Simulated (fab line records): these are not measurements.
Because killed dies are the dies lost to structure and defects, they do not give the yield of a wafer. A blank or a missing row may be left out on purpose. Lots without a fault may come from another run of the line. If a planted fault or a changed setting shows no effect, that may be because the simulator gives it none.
fab line records    flow n5Finfet
record lots=10  wafers=30  lastDay=17
route steps=1938 shown BEOL_M4@1096 BEOL_M5@1112 PASSIVATION@1936
lots untouched by any fault: they come from a run of this same line in which no faults occurred
startH: hours from the record's opening day to when the first of the lot's shown wafers began    waitH: hours since the lot's step before    " identical to the entry in the row above    L1.1+2: one row covering several wafers at once    - either no value or no given start    * or withheld: withheld    < > ~ a bound
route shown NAME@n: NAME is a module with steps in the file, n the number in the route of the first one    usual: mean/standard deviation taken from wafers without a fault    same: alike in all rows    chamber/n: place in a boat    sites: each site's reading    _std_site: the standard deviation of these    _edge_site: mean of outer sites minus mean of inner sites    radiusMm: how far each site lies from the wafer's centre    mask NAME#n: copy n    behind: the last tool/chamber to shape the wafer    hold: reason for holding the lot/hours on hold/outcome of the hold    device: which transistor (n, p or np) failed to switch    end of line: tests run on the same wafers once the route is complete    step lacking rows: just its recipe    killed: dies that structure and defects cost at the first sort, which is not the same as the wafer's yield    map: a wafer's dies, x killed, . not, _ none there
set.NAME: setting as actually run; set.NAME@STEP: the setting as run at that earlier step    model.NAME: the simulator's own value behind a step, which no gauge read
steps of the route over a sample of lots; a table a step, a row a wafer
services: when a tool's chamber went out of use (startH, in hours from the record's first day, below 0 if earlier), for how many hours, and the reason
## steps
# step N5_BEOL_M4_SPUTTER_92
# recipe material=Cu  targetThkA=45  tempC=-20  chamberPressurePa=0.07  powerW=withheld  timeS=8.29
# usual throttleValvePct=30.1/0.92
lot.wafer  tool           chamber  startH  waitH  throttleValvePct
L236.1     pvdSputter-03  -        173.71  0.1    29.0
L236.3     "              -        "       "      30.9
L236.4     "              -        "       "      29.6
L239.1     pvdSputter-01  -        179.36  0.1    30.5
L239.4     "              -        "       "      29.7
L239.5     "              -        "       "      31.6
L241.1     pvdSputter-02  -        201.28  0.1    30.3
L241.3     "              -        "       "      29.2
L241.4     "              -        "       "      29.6
L243.1     pvdSputter-01  -        213.53  0.1    29.8
L243.3     "              -        "       "      30.7
L243.4     "              -        "       "      31.6
L244.2     pvdSputter-01  -        225.48  0.1    29.9
L244.4     "              -        "       "      29.7
L244.5     "              -        "       "      29.6
L246.1     pvdSputter-03  -        233.32  0.1    29.2
L246.5     "              -        "       "      31.2
L246.6     "              -        "       "      29.3
L247.2     pvdSputter-01  -        244.51  0.1    29.5
L247.3     "              -        "       "      30.6
L247.4     "              -        "       "      31.6
L248.1     pvdSputter-02  -        249.22  0.1    29.1
L248.3     "              -        "       "      29.4
L248.5     "              -        "       "      29.6
L258.2     pvdSputter-02  -        299.42  0.1    30.1
L258.4     "              -        "       "      29.1
L258.5     "              -        "       "      29.1
L259.3     pvdSputter-01  -        308.49  0.1    30.5
L259.5     "              -        "       "      30.8
L259.6     "              -        "       "      29.7
# step N5_BEOL_M5_ILD_DEP_00
# recipe material=SiCOH_lowk  targetThkA=1406.4  tempC=300  precursor=DEMS/porogen  pressureTorr=5  rfW=500  timeS=25.9
# usual heaterPowerOuterW=155/28  heaterPowerW=333/37  showerheadPlenumPTorr=5.737/0.013  throttleValvePct=13.7/0.83
lot.wafer  tool      chamber  startH  waitH  heaterPowerOuterW  heaterPowerW  showerheadPlenumPTorr  throttleValvePct
L236.1     pecvd-03  0        176.21  0.8    162                337           5.717                  13.6
L236.3     "         1        "       "      155                345           5.738                  14.6
L236.4     "         2        "       "      159                356           5.747                  12.1
L239.1     pecvd-03  1        181.86  0.8    129                317           5.734                  14.9
L239.4     "         2        "       "      196                400           5.731                  12.1
L239.5     "         0        "       "      165                337           5.738                  13.8
L241.1     pecvd-04  0        203.83  0.8    126                313           5.737                  14.0
L241.3     "         1        "       "      198                377           5.739                  13.3
L241.4     "         1        "       "      203                372           5.742                  13.0
L243.1     pecvd-04  1        216.07  0.8    189                360           5.747                  13.3
L243.3     "         2        "       "      141                295           5.748                  13.0
L243.4     "         1        "       "      190                363           5.743                  13.3
L244.2     pecvd-04  2        228.98  0.7    120                260           5.728                  13.2
L244.4     "         2        "       "      121                270           5.735                  12.8
L244.5     "         0        "       "      131                323           5.735                  14.2
L246.1     pecvd-03  1        235.93  0.8    168                367           5.739                  14.7
L246.5     "         2        "       "      194                399           5.742                  12.1
L246.6     "         0        "       "      199                395           5.735                  13.5
L247.2     pecvd-02  1        247.01  0.7    104                269           5.767                  14.8
L247.3     "         2        "       "      149                318           5.718                  14.8
L247.4     "         2        "       "      154                319           5.719                  14.9
L248.1     pecvd-03  0        251.73  0.8    185                379           5.721                  14.1
L248.3     "         0        "       "      195                380           5.745                  14.0
L248.5     "         2        "       "      171                373           5.736                  12.5
L258.2     pecvd-04  1        301.97  0.7    147                319           5.734                  13.3
L258.4     "         0        "       "      118                303           5.736                  14.0
L258.5     "         2        "       "      129                275           5.732                  13.1
L259.3     pecvd-03  2        310.99  0.5    156                348           5.741                  12.2
L259.5     "         2        "       "      164                366           5.753                  12.2
L259.6     "         1        "       "      134                321           5.745                  14.5
# step N5_BEOL_M5_CURE_79
# recipe tempC=385  timeS=240  ambient=He/Ar  material=SiCOH_lowk
# usual lampPowerPct=52.31/0.051  wafer_temp_C_max=386.6/0.53
lot.wafer  tool       chamber  startH  waitH  lampPowerPct  wafer_temp_C_max
L236.1     uvCure-03  0        176.27  0.0    52.23         386.2
L236.3     "          0        "       "      52.37         386.1
L236.4     "          0        "       "      52.40         386.7
L239.1     uvCure-03  1        181.92  0.0    52.22         386.3
L239.4     "          1        "       "      52.26         386.9
L239.5     "          1        "       "      52.30         386.3
L241.1     uvCure-01  2        203.89  0.0    52.25         387.9
L241.3     "          2        "       "      52.36         386.6
L241.4     "          2        "       "      52.32         387.3
L243.1     uvCure-01  0        216.13  0.0    52.34         387.1
L243.3     "          0        "       "      52.26         387.5
L243.4     "          0        "       "      52.28         387.2
L244.2     uvCure-01  1        229.12  0.1    52.33         386.9
L244.4     "          1        "       "      52.33         387.0
L244.5     "          1        "       "      52.43         386.1
L246.1     uvCure-01  2        235.99  0.0    52.30         387.0
L246.5     "          2        "       "      52.32         387.4
L246.6     "          2        "       "      52.31         387.0
L247.2     uvCure-01  1        247.15  0.1    52.31         386.7
L247.3     "          1        "       "      52.33         388.0
L247.4     "          1        "       "      52.29         386.7
L248.1     uvCure-03  1        251.81  0.1    52.35         386.3
L248.3     "          1        "       "      52.31         386.1
L248.5     "          1        "       "      52.30         386.0
L258.2     uvCure-02  1        302.11  0.1    52.32         386.2
L258.4     "          1        "       "      52.27         386.2
L258.5     "          1        "       "      52.35         385.6
L259.3     uvCure-03  2        311.21  0.2    52.27         386.9
L259.5     "          2        "       "      52.35         386.4
L259.6     "          2        "       "      52.35         387.0
# step N5_BEOL_M5_PECVD_70
# recipe material=SiO2  targetThkA=160  tempC=400  precursor=TEOS/O2  pressureTorr=5.5  rfW=450  teosFlowSccm=53.8  gas=O2  flowSccm=3000  timeS=18
# usual heaterPowerOuterW=440/51  heaterPowerW=745/65  showerheadPlenumPTorr=8.77/0.04  throttleValvePct=22.1/1.3
lot.wafer  tool      chamber  startH  waitH  heaterPowerOuterW  heaterPowerW  showerheadPlenumPTorr  throttleValvePct
L236.1     pecvd-04  0        176.82  0.0    405                740           8.74                   23.2
L236.3     "         2        "       "      405                658           8.74                   21.2
L236.4     "         2        "       "      398                677           8.75                   20.9
L239.1     pecvd-03  1        182.47  0.0    432                790           8.77                   23.6
L239.4     "         2        "       "      525                872           8.76                   19.8
L239.5     "         1        "       "      446                746           8.79                   23.6
L241.1     pecvd-04  0        204.44  0.0    411                767           8.72                   22.7
L241.3     "         2        "       "      452                725           8.75                   21.1
L241.4     "         0        "       "      421                740           8.75                   22.9
L243.1     pecvd-03  2        216.68  0.0    429                748           8.79                   19.8
L243.3     "         1        "       "      429                758           8.78                   24.0
L243.4     "         0        "       "      532                852           8.73                   22.3
L244.2     pecvd-03  0        229.59  0.0    462                748           8.74                   22.0
L244.4     "         0        "       "      456                782           8.76                   22.3
L244.5     "         2        "       "      433                761           8.78                   19.7
L244.2     pecvd-03  0        229.89  0.3    451                782           8.74                   22.2
L244.4     "         0        "       "      461                773           8.77                   22.6
L244.5     "         2        "       "      429                735           8.79                   19.8
L246.1     pecvd-04  0        236.54  0.0    377                707           8.74                   22.8
L246.5     "         2        "       "      430                721           8.74                   21.3
L246.6     "         0        "       "      374                706           8.72                   22.7
L247.2     pecvd-02  0        247.62  0.0    443                711           8.87                   21.4
L247.3     "         2        "       "      403                697           8.73                   23.5
L247.4     "         0        "       "      422                709           8.84                   21.3
L247.2     pecvd-02  0        247.86  0.2    424                720           8.84                   21.4
L247.3     "         2        "       "      393                685           8.72                   23.8
L247.4     "         0        "       "      430                709           8.86                   21.3
L248.1     pecvd-04  1        252.36  0.0    436                693           8.82                   21.5
L248.3     "         0        "       "      421                750           8.75                   22.7
L248.5     "         2        "       "      435                703           8.75                   21.6
L248.1     pecvd-04  1        252.60  0.2    448                701           8.80                   21.8
L248.3     "         0        "       "      430                785           8.71                   22.8
L248.5     "         2        "       "      437                711           8.76                   21.4
L258.2     pecvd-03  0        302.58  0.0    435                745           8.75                   22.2
L258.4     "         2        "       "      532                904           8.77                   20.2
L258.5     "         1        "       "      415                750           8.76                   23.6
L259.3     pecvd-04  0        311.60  0.0    426                763           8.75                   22.7
L259.5     "         1        "       "      486                763           8.79                   21.3
L259.6     "         0        "       "      428                754           8.75                   22.9
# step N5_BEOL_M5_CMP_52
# recipe stopOn=SiCOH_lowk  tOverpolishS=6.9  downForcePsi=1  platenRpm=50  clearingPlatenDownForcePsi=1.5  clearingPlatenRpm=50  postCmpClean=cuAlkaline  targetThkNm=62  clearingPlatenPadVelocityMS=0.99484  padVelocityMS=0.99484
# usual barrierFieldEndpointS=24.8/0.66  motorCurrentA=6.1/0.53  overpolishRunS=6.901/0.0088  slurryFilterDpKPa=13.50/0.13  timeToEndpointS=61.7/2.9
lot.wafer  tool    chamber  startH  waitH  barrierFieldEndpointS  motorCurrentA  overpolishRunS  slurryFilterDpKPa  timeToEndpointS
L236.3     cmp-03  1        189.37  0.2    23.9                   6.1            6.911           13.41              58.5
L236.1     "       2        "       "      24.2                   6.1            6.908           13.64              60.0
L236.4     "       0        "       "      23.8                   5.5            6.903           13.59              59.6
L239.1     cmp-02  0        195.11  0.3    24.3                   5.7            6.900           13.34              61.7
L239.4     "       1        "       "      25.7                   7.0            6.908           13.55              64.2
L239.5     "       3        "       "      25.3                   6.5            6.893           13.55              63.6
L241.4     cmp-03  2        214.33  0.1    25.0                   6.2            6.895           13.50              64.9
L241.1     "       3        "       "      24.6                   5.7            6.908           13.41              59.3
L241.3     "       0        "       "      24.9                   5.5            6.906           13.59              62.9
L243.1     cmp-04  2        227.34  1.2    24.5                   6.9            6.894           13.60              61.0
L243.3     "       3        "       "      23.8                   6.0            6.893           13.53              59.8
L243.4     "       1        "       "      25.0                   5.4            6.902           13.59              65.3
L244.4     cmp-04  2        239.23  0.1    41.4                   7.0            0.036           13.64              60.6
L244.2     "       1        "       "      41.5                   5.5            0.039           13.46              66.7
L244.5     "       3        "       "      41.5                   5.8            0.039           13.55              63.0
L246.1     cmp-04  3        247.76  0.3    23.9                   5.5            6.909           13.25              59.4
L246.5     "       2        "       "      24.5                   7.0            6.881           13.50              58.9
L246.6     "       3        "       "      25.0                   6.0            6.902           13.72              59.1
L247.4     cmp-04  1        259.92  0.1    41.5                   5.5            0.036           13.41              65.6
L247.3     "       2        "       "      41.5                   7.0            0.049           13.37              61.3
L247.2     "       3        "       "      41.5                   5.6            0.037           13.52              59.7
L248.1     cmp-03  2        264.31  0.3    41.5                   6.3            0.041           13.71              66.1
L248.3     "       3        "       "      41.5                   6.1            0.050           13.69              59.2
L248.5     "       2        "       "      41.5                   5.7            0.040           13.58              65.1
L258.4     cmp-02  0        316.59  0.2    24.0                   6.2            6.913           13.35              54.2
L258.2     "       1        "       "      24.7                   6.7            6.898           13.69              60.2
L258.5     "       3        "       "      24.4                   6.1            6.891           13.29              57.5
L259.3     cmp-02  0        323.98  0.2    24.5                   6.2            6.924           13.75              61.8
L259.5     "       3        "       "      25.4                   5.9            6.916           13.63              62.5
L259.6     "       0        "       "      24.8                   5.9            6.904           13.76              58.3
# step N5_PASSIVATION_PROBE_49
# usual defectLimitedYield=91.0/1.5  killed_at_M0_to_M3=35/11  killed_at_M4_up=13/6  killedAtContacts=14/6.5  killedAtFrontEnd=40/12  killedAtOther=4/3.4  killedDies=106/18  killedOpen=68/14  killedShort=35/7.7  sort_bin_5_function=5.2/0.98  sort_bin_6_memory=3.4/0.72  sortNPass=1074/18  sortYieldPct=91.0/1.5
# same grossDies=1180  killedAtBackSide=0  sort_bin_4_leakage[%]=0  sort_bin_8_speed[%]=0
lot.wafer  tool       chamber  startH  waitH  defectLimitedYield[%]  killed_at_M0_to_M3  killed_at_M4_up  killedAtContacts  killedAtFrontEnd  killedAtOther  killedDies  killedOpen  killedShort  sort_bin_5_function[%]  sort_bin_6_memory[%]  sortNPass  sortYieldPct[%]
L258.2     prober-01  -        410.07  0.1    90.0                   29                  16               14                54                5              118         78          39           6.1                     3.6                   1062       90.0
L258.4     prober-01  -        410.17  0.2    90.9                   29                  12               19                41                6              107         84          22           5.3                     3.4                   1073       90.9
L258.5     prober-01  -        410.22  0.2    89.4                   36                  18               20                47                4              125         83          42           6.4                     3.8                   1055       89.4
# killed by level:class
L258.2 MOL_CONTACT_COAG:geometricParticle:open=11 DUMMY_GATE:geometricParticle:open=10 FIN_SAQP:geometricParticle:open=9 BEOL_M2:geometricParticle:open=9 BEOL_M0_SAQP:geometricParticle:open=7 FIN_SAQP:geometricParticle:short=6 STI_FIN_REVEAL:geometricParticle:open=6 BEOL_M0_SAQP:geometricParticle:short=6
L258.4 STI_FIN_REVEAL:geometricParticle:open=18 MOL_CONTACT_COAG:geometricParticle:open=17 BEOL_M0_SAQP:geometricParticle:open=8 FIN_SAQP:geometricParticle:open=7 BEOL_M0_SAQP:geometricParticle:short=7 BEOL_M2:geometricParticle:open=7 DUMMY_GATE:geometricParticle:open=6 BEOL_M1:geometricParticle:open=3
L258.5 MOL_CONTACT_COAG:geometricParticle:open=16 BEOL_M0_SAQP:geometricParticle:open=12 FIN_SAQP:geometricParticle:open=11 BEOL_M0_SAQP:geometricParticle:short=9 STI_FIN_REVEAL:geometricParticle:open=7 BEOL_M2:geometricParticle:open=7 FIN_SAQP:geometricParticle:short=6 BEOL_M4:geometricParticle:open=5
## services
tool           chamber  startH  hours  kind
pecvd-03       1        158.18  2.1    scheduledDown
cmp-04         -        158.55  12.5   pm
pecvd-02       -        159.64  28.1   pm
uvCure-01      -        165.90  2.8    pm
cmp-03         -        181.03  5.0    pm
uvCure-03      -        192.62  2.8    pm
pvdSputter-02  -        205.02  2.0    repair
uvCure-02      -        210.46  2.8    pm
pecvd-03       1        218.34  4.4    repair
uvCure-01      -        220.47  1.0    pm
pecvd-04       0        223.66  2.1    scheduledDown
cmp-02         -        231.34  4.0    pm
cmp-04         -        233.64  1.8    repair
pecvd-04       2        237.47  1.8    repair
pvdSputter-01  -        246.25  3.0    repair
uvCure-02      -        252.87  0.4    repair
cmp-04         -        258.03  0.8    repair
pecvd-02       -        265.18  2.9    repair
pecvd-02       -        268.09  2.8    pm
pecvd-03       -        273.89  2.8    pm
cmp-03         -        276.92  1.5    repair
uvCure-02      -        293.88  0.3    repair
cmp-02         -        312.55  0.3    repair
pecvd-02       -        323.87  14.6   pm
## key
firstSign step=N5_BEOL_M5_PECVD_70  reading=visit  direction=added
effect step=N5_BEOL_M5_CMP_52  reading=overpolishRunS  direction=down  sigmas=99+  usual=6.901  struck=0.041
metAt N5_BEOL_M5_PECVD_70
struckLots L244,L247,L248
notActingAt N5_BEOL_M4_SPUTTER_92,N5_BEOL_M5_ILD_DEP_00,N5_BEOL_M5_CURE_79
fault kind=repeatedStepWhole  tool=pecvd-02,pecvd-03,pecvd-04  chamber=-  onsetH=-  steps=N5_BEOL_M5_PECVD_70  times=1  scope=struckLotsOnly
